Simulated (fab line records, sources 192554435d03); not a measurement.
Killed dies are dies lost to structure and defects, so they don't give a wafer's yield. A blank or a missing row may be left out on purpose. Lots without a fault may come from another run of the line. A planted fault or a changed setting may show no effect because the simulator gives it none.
Which tool did it? | flow n5_finfet | 7 lots, 19 wafers sampled, at 3 steps of a route of 1938

WHAT THE GAUGES READ, wafer by wafer
N5_BEOL_M10_OCD_MEAS_38.
lot  | measured     | on     | trench_depth_nm (nm)
L988 | day 10 12:17 | ocd-02 | 149.0 147.1 149.1
L992 | day 11 07:19 | ocd-02 | 147.8 147.7 149.2
L998 | day 13 02:41 | ocd-01 | 151.8 193.0
L102 | day 13 17:43 | ocd-02 | 147.8 194.3
L106 | day 14 09:32 | ocd-02 | 149.1 150.0 148.6
L104 | day 14 18:52 | ocd-01 | 149.6 147.8 147.9
L109 | day 15 21:40 | ocd-01 | 148.9 149.2 148.3

WHICH TOOL RAN EACH LOT (tool, then ch and the chambers of the sampled wafers, then the start)
lot  | N5_BEOL_M10_VIA_ETCH_34            | N5_BEOL_M10_TRENCH_ETCH_37
L988 | rie_diel-01 ch 0,2, day 10 12:01   | rie_diel-01 ch 0,2, day 10 12:07
L992 | rie_diel-01 ch 1,3, day 11 07:01   | rie_diel-01 ch 1,3, day 11 07:07
L998 | rie_diel-01 ch 0,3, day 13 02:25   | rie_diel-01 ch 0,3, day 13 02:31
L102 | rie_diel-01 ch 2,3, day 13 17:27   | rie_diel-01 ch 2,3, day 13 17:33
L106 | rie_diel-05 ch 0,1,3, day 14 09:15 | rie_diel-05 ch 0,1,3, day 14 09:22
L104 | rie_diel-06 ch 0,1, day 14 18:34   | rie_diel-06 ch 0,1, day 14 18:41
L109 | rie_diel-06 ch 1,2,3, day 15 21:23 | rie_diel-06 ch 1,2,3, day 15 21:29
- N5_BEOL_M10_VIA_ETCH_34: etches SiCOH lowk in C4F6/O2, target depth 184.5 nm, time 69.2 s.
- N5_BEOL_M10_TRENCH_ETCH_37: etches SiCOH lowk in C4F6/O2, target depth 148.83 nm, time 48 s.

THE ANSWER, worked out from the rows above alone
Rule: what is usual is taken from the lots themselves. Put in order of their means at a reading, lots are off if they are a third of the lots or fewer, leave a main group of 4 or more, and stand apart from it by a gap of 3 or more times the standard deviation of the main group's means; of several such gaps the widest counts. A main group whose means are all the same, to the digits that the tables above print for the reading, isn't used. A lot without any number at a reading at which 4 lots or more have one is off too. The other lots that the step has rows for count as sound.
Off: L998, L102, at N5_BEOL_M10_OCD_MEAS_38 (trench_depth_nm). The main group: mean 148.6 nm, standard deviation 0.36.
A tool fits if, at a process step before that reading, it ran every lot that is off, and no sound lot after the first of them. The gauges at N5_BEOL_M10_OCD_MEAS_38 are tried like those tools. One fits: rie_diel-01 at N5_BEOL_M10_VIA_ETCH_34 and N5_BEOL_M10_TRENCH_ETCH_37. At N5_BEOL_M10_VIA_ETCH_34 its last sound lot is L992 (day 11 07:01), its first lot that is off L998 (day 13 02:25): a fault that began between those two fits.

WHAT THE SIMULATOR HAD PUT IN
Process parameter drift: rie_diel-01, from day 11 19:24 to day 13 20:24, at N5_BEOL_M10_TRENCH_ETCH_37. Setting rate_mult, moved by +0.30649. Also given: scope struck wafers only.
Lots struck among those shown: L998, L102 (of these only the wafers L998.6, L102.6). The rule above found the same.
